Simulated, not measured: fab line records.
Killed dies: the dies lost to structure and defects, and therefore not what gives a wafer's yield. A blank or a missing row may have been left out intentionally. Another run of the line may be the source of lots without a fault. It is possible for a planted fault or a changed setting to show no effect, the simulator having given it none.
fab line records -- flow n5-finfet -- part 2 of 2: steps 24 to 24 of 24
record: lots: 6, wafers: 18, last-day: 17
route steps=1938 shown BEOL_M8@1350 PASSIVATION@1936
lots untouched by any fault: they come from a run of this same line in which no faults occurred
start-h: start of the lot's first displayed wafer, in hours after the record's first day -- wait-h: hours elapsed since this lot's preceding step -- " as in the row above -- L1.1+2: one row covering several wafers at once -- - no value, or no start given -- * or withheld: withheld -- < > ~ a bound
route shown NAME@n: a module of which the file shows steps, and the number in the route of the first -- usual: average and standard deviation across the fault-free wafers -- same: alike in all rows -- chamber/n: place in a boat -- sites: readings site by site -- _std_site: standard deviation across them -- _edge_site: inner sites' mean taken away from outer sites' mean -- radius-mm: for every site, how far away it sits from the centre of the wafer -- mask NAME#n: copy n -- behind: tool/chamber where the wafer was last shaped -- hold: the reason the lot was held/the length of the hold in hours/how it ended -- device: names the non-switching transistor (n, p or np) -- end of line: the tests these same wafers got at the end of their route -- step lacking rows: just its recipe -- killed: at the first sort, the dies lost to defects and structure; wafer yield is something else -- map: a wafer's dies, marking killed ones x, the rest . and places with no die _
set.NAME: the run value of the setting; set.NAME@STEP: its run value at that earlier step -- model.NAME: the simulator's own value behind a step, which no gauge read
lots seen at some steps along the route; tables by step, rows by wafer
services: the hour from which a tool's chamber was out of use, counted from the record's first day as start-h (under 0 if before that day), plus the number of hours and why
== steps ==
step: N5_PASSIVATION_PROBE_49
usual: defect-limited-yield: 91.4/1.3, killed_at_M0_to_M3: 34/10, killed_at_M4_up: 14/5.6, killed-at-contacts: 13/5.9, killed-at-front-end: 37/9.9, killed-at-other: 3.5/2.8, killed-dies: 101/15, killed-open: 67/12, killed-short: 32/6.6, sort_bin_5_function: 5.0/0.81, sort_bin_6_memory: 3.2/0.66, sort-n-pass: 1079/15, sort-yield-pct: 91.4/1.3
same: gross-dies: 1180, killed-at-back-side: 0, sort_bin_4_leakage[%]: 0, sort_bin_8_speed[%]: 0
lot.wafer,tool,chamber,start-h,wait-h,defect-limited-yield[%],killed_at_M0_to_M3,killed_at_M4_up,killed-at-contacts,killed-at-front-end,killed-at-other,killed-dies,killed-open,killed-short,sort_bin_5_function[%],sort_bin_6_memory[%],sort-n-pass,sort-yield-pct[%]
L852.1,prober-01,-,289.87,0.0,91.5,24,11,15,50,0,100,67,30,4.6,3.6,1080,91.5
L852.4,prober-01,-,290.02,0.2,90.5,22,16,11,56,7,112,69,40,4.9,3.8,1068,90.5
L852.6,prober-01,-,290.12,0.3,89.2,27,23,16,61,0,127,86,41,5.8,4.4,1053,89.2
L860.3,prober-01,-,328.71,0.1,93.6,16,14,8,35,3,76,56,20,3.3,2.9,1104,93.6
L860.4,prober-01,-,328.76,0.2,94.5,24,11,2,28,0,65,42,23,3.0,2.0,1115,94.5
L860.6,prober-01,-,328.86,0.3,92.7,35,14,4,31,2,86,51,34,5.1,1.9,1094,92.7
L865.1,prober-02,-,359.18,0.0,91.9,28,10,15,39,4,96,61,35,4.7,3.1,1084,91.9
L865.4,prober-02,-,359.33,0.2,92.4,29,6,16,38,1,90,64,25,4.3,3.1,1090,92.4
L865.6,prober-02,-,359.43,0.3,92.5,30,8,16,32,2,88,57,31,4.6,2.7,1092,92.5
L870.4,prober-01,-,396.00,0.2,92.5,29,8,15,32,5,89,49,38,4.5,2.5,1091,92.5
L870.5,prober-01,-,396.05,0.2,91.5,34,8,12,38,8,100,58,39,5.1,3.0,1080,91.5
L870.6,prober-01,-,396.10,0.3,92.8,29,7,3,38,8,85,61,24,3.9,2.9,1095,92.8
L866.2,prober-02,-,396.61,0.1,92.1,27,14,13,30,9,93,64,28,5.4,2.4,1087,92.1
L866.4,prober-02,-,396.71,0.2,90.5,38,13,9,51,1,112,78,33,5.7,3.5,1068,90.5
L866.6,prober-02,-,396.81,0.3,90.5,43,12,22,34,1,112,82,26,5.4,3.7,1068,90.5
L871.2,prober-02,-,418.70,0.6,89.3,34,23,13,55,1,126,88,38,6.1,4.6,1054,89.3
L871.3,prober-02,-,418.75,0.7,90.3,23,29,28,33,2,115,88,26,5.8,3.8,1065,90.3
L871.6,prober-02,-,418.90,0.8,89.2,35,28,13,48,4,128,99,27,6.7,3.7,1052,89.2
killed by level:class
L852.1 MOL_CONTACT_COAG:geometric-particle:open=13 DUMMY_GATE:geometric-particle:open=10 FIN_SAQP:geometric-particle:open=9 FIN_SAQP:geometric-particle:short=7 BEOL_M0_SAQP:geometric-particle:short=7 BEOL_M0_SAQP:geometric-particle:open=7 BEOL_M4:geometric-particle:open=7 STI_FIN_REVEAL:geometric-particle:open=5
L852.4 FIN_SAQP:geometric-particle:open=14 MOL_CONTACT_COAG:geometric-particle:open=10 FIN_SAQP:geometric-particle:short=9 DUMMY_GATE:geometric-particle:open=8 BEOL_M4:geometric-particle:open=8 BEOL_M0_SAQP:geometric-particle:short=7 STI_FIN_REVEAL:geometric-particle:open=6 BEOL_M0_SAQP:geometric-particle:open=6
L852.6 STI_FIN_REVEAL:geometric-particle:open=16 FIN_SAQP:geometric-particle:open=13 MOL_CONTACT_COAG:geometric-particle:open=13 BEOL_M4:geometric-particle:open=12 FIN_SAQP:geometric-particle:short=10 DUMMY_GATE:geometric-particle:open=8 GATE_CUT:geometric-particle:short=5 BEOL_M0_SAQP:geometric-particle:short=5
L860.3 FIN_SAQP:geometric-particle:open=14 FIN_SAQP:geometric-particle:short=10 BEOL_M4:geometric-particle:open=8 DUMMY_GATE:geometric-particle:open=7 MOL_CONTACT_COAG:geometric-particle:open=7 BEOL_M0_SAQP:geometric-particle:open=5 BEOL_M3:geometric-particle:open=5 BEOL_M2:geometric-particle:open=3
L860.4 FIN_SAQP:geometric-particle:open=9 BEOL_M3:geometric-particle:open=7 BEOL_M0_SAQP:geometric-particle:short=7 FIN_SAQP:geometric-particle:short=6 DUMMY_GATE:geometric-particle:open=5 BEOL_M6:geometric-particle:open=4 BEOL_M0_SAQP:geometric-particle:open=3 BEOL_M1:geometric-particle:open=3
L860.6 BEOL_M2:geometric-particle:open=12 FIN_SAQP:geometric-particle:open=8 FIN_SAQP:geometric-particle:short=7 BEOL_M0_SAQP:geometric-particle:short=5 BEOL_M1:geometric-particle:open=5 BEOL_M5:geometric-particle:open=4 DUMMY_GATE:geometric-particle:open=3 ILD0:geometric-particle:short=3
L865.1 STI_FIN_REVEAL:geometric-particle:open=20 STI_FIN_REVEAL:geometric-particle:short=9 MOL_CONTACT_COAG:geometric-particle:open=8 MOL_CONTACT_COAG:geometric-particle:short=7 BEOL_M2:geometric-particle:open=6 BEOL_M0_SAQP:geometric-particle:open=5 BEOL_M3:geometric-particle:open=5 BEOL_M3:geometric-particle:short=5
L865.4 MOL_CONTACT_COAG:geometric-particle:open=15 FIN_SAQP:geometric-particle:open=11 BEOL_M0_SAQP:geometric-particle:open=9 BEOL_M0_SAQP:geometric-particle:short=8 STI_FIN_REVEAL:geometric-particle:open=7 BEOL_M1:geometric-particle:open=5 BEOL_M2:geometric-particle:open=5 FIN_SAQP:geometric-particle:short=3
L865.6 MOL_CONTACT_COAG:geometric-particle:open=14 STI_FIN_REVEAL:geometric-particle:open=7 BEOL_M0_SAQP:geometric-particle:open=7 BEOL_M3:geometric-particle:open=7 FIN_SAQP:geometric-particle:short=6 BEOL_M0_SAQP:geometric-particle:short=4 BEOL_M2:geometric-particle:open=4 STI_FIN_REVEAL:geometric-particle:short=3
L870.4 MOL_CONTACT_COAG:geometric-particle:open=12 FIN_SAQP:geometric-particle:short=8 BEOL_M0_SAQP:geometric-particle:short=8 BEOL_M0_SAQP:geometric-particle:open=8 FIN_SAQP:geometric-particle:open=6 BEOL_M1:geometric-particle:open=6 BEOL_M4:geometric-particle:open=5 DUMMY_GATE:geometric-particle:open=3
L870.5 BEOL_M2:geometric-particle:open=11 MOL_CONTACT_COAG:geometric-particle:open=9 FIN_SAQP:geometric-particle:short=8 FIN_SAQP:geometric-particle:open=8 GATE_CUT:geometric-particle:short=7 BEOL_M0_SAQP:geometric-particle:short=6 BEOL_M2:geometric-particle:short=5 GATE_CUT:geometric-particle:open=4
L870.6 DUMMY_GATE:geometric-particle:open=12 BEOL_M2:geometric-particle:open=12 FIN_SAQP:geometric-particle:open=6 GATE_CUT:geometric-particle:open=6 BEOL_M0_SAQP:geometric-particle:short=6 STARTING-WAFER:geometric-particle:short=5 BEOL_M0_SAQP:geometric-particle:open=4 BEOL_M1:geometric-particle:open=4
L866.2 STI_FIN_REVEAL:geometric-particle:open=15 MOL_CONTACT_COAG:geometric-particle:open=12 BEOL_M3:geometric-particle:open=6 BEOL_M2:geometric-particle:open=5 PASS1_CAP:geometric-particle:short=5 BEOL_M0_SAQP:geometric-particle:open=4 DUMMY_GATE:geometric-particle:open=3 BEOL_M1:geometric-particle:short=3
L866.4 STI_FIN_REVEAL:geometric-particle:open=17 BEOL_M0_SAQP:geometric-particle:open=9 BEOL_M2:geometric-particle:open=9 MOL_CONTACT_COAG:geometric-particle:open=7 BEOL_M1:geometric-particle:open=7 GATE_CUT:geometric-particle:short=5 BEOL_M0_SAQP:geometric-particle:short=5 STARTING-WAFER:geometric-particle:short=5
L866.6 MOL_CONTACT_COAG:geometric-particle:open=16 BEOL_M1:geometric-particle:open=14 BEOL_M4:geometric-particle:open=8 BEOL_M0_SAQP:geometric-particle:open=8 STI_FIN_REVEAL:geometric-particle:open=6 MOL_CONTACT_COAG:geometric-particle:short=6 BEOL_M2:geometric-particle:open=6 GATE_CUT:geometric-particle:short=5
L871.2 STI_FIN_REVEAL:geometric-particle:open=15 BEOL_M4:geometric-particle:open=14 FIN_SAQP:geometric-particle:open=13 BEOL_M3:geometric-particle:open=11 MOL_CONTACT_COAG:geometric-particle:open=9 FIN_SAQP:geometric-particle:short=7 BEOL_M0_SAQP:geometric-particle:short=6 BEOL_M2:geometric-particle:open=5
L871.3 MOL_CONTACT_COAG:geometric-particle:open=24 BEOL_M4:geometric-particle:open=16 DUMMY_GATE:geometric-particle:open=9 FIN_SAQP:geometric-particle:open=5 STI_FIN_REVEAL:geometric-particle:open=4 STARTING-WAFER:geometric-particle:short=4 MOL_CONTACT_COAG:geometric-particle:short=4 BEOL_M0_SAQP:geometric-particle:short=4
L871.6 STI_FIN_REVEAL:geometric-particle:open=15 BEOL_M2:geometric-particle:open=13 MOL_CONTACT_COAG:geometric-particle:open=12 BEOL_M4:geometric-particle:open=11 BEOL_M3:geometric-particle:open=9 FIN_SAQP:geometric-particle:open=6 DUMMY_GATE:geometric-particle:open=6 BEOL_M7:geometric-particle:open=6
== services ==
tool,chamber,start-h,hours,kind
euv-scanner-02,-,187.13,0.9,repair
euv-scanner-01,-,207.90,1.0,pm
rie-diel-02,1,209.60,1.2,repair
rie-diel-06,2,212.80,6.6,repair
euv-scanner-02,-,221.79,1.0,pm
rie-diel-01,0,231.78,6.0,repair
euv-scanner-02,-,236.83,17.3,pm
euv-scanner-02,-,256.61,4.8,repair
rie-diel-02,0,262.90,4.5,repair
euv-scanner-01,-,264.05,1.0,pm
euv-scanner-01,-,277.59,4.6,pm
euv-scanner-02,-,282.19,1.0,pm
euv-scanner-01,-,288.82,0.5,repair
rie-metal-02,1,294.58,2.0,repair
rie-metal-02,-,299.12,14.6,pm
euv-scanner-01,-,301.69,1.3,repair
euv-scanner-01,-,316.86,0.9,repair
euv-scanner-01,-,320.20,1.0,pm
rie-diel-06,0,323.70,2.2,repair
rie-metal-02,1,325.37,6.3,repair
euv-scanner-02,-,325.38,2.0,repair
euv-scanner-01,-,326.58,0.6,repair
euv-scanner-02,-,334.04,1.0,pm
euv-scanner-02,-,344.22,4.6,pm
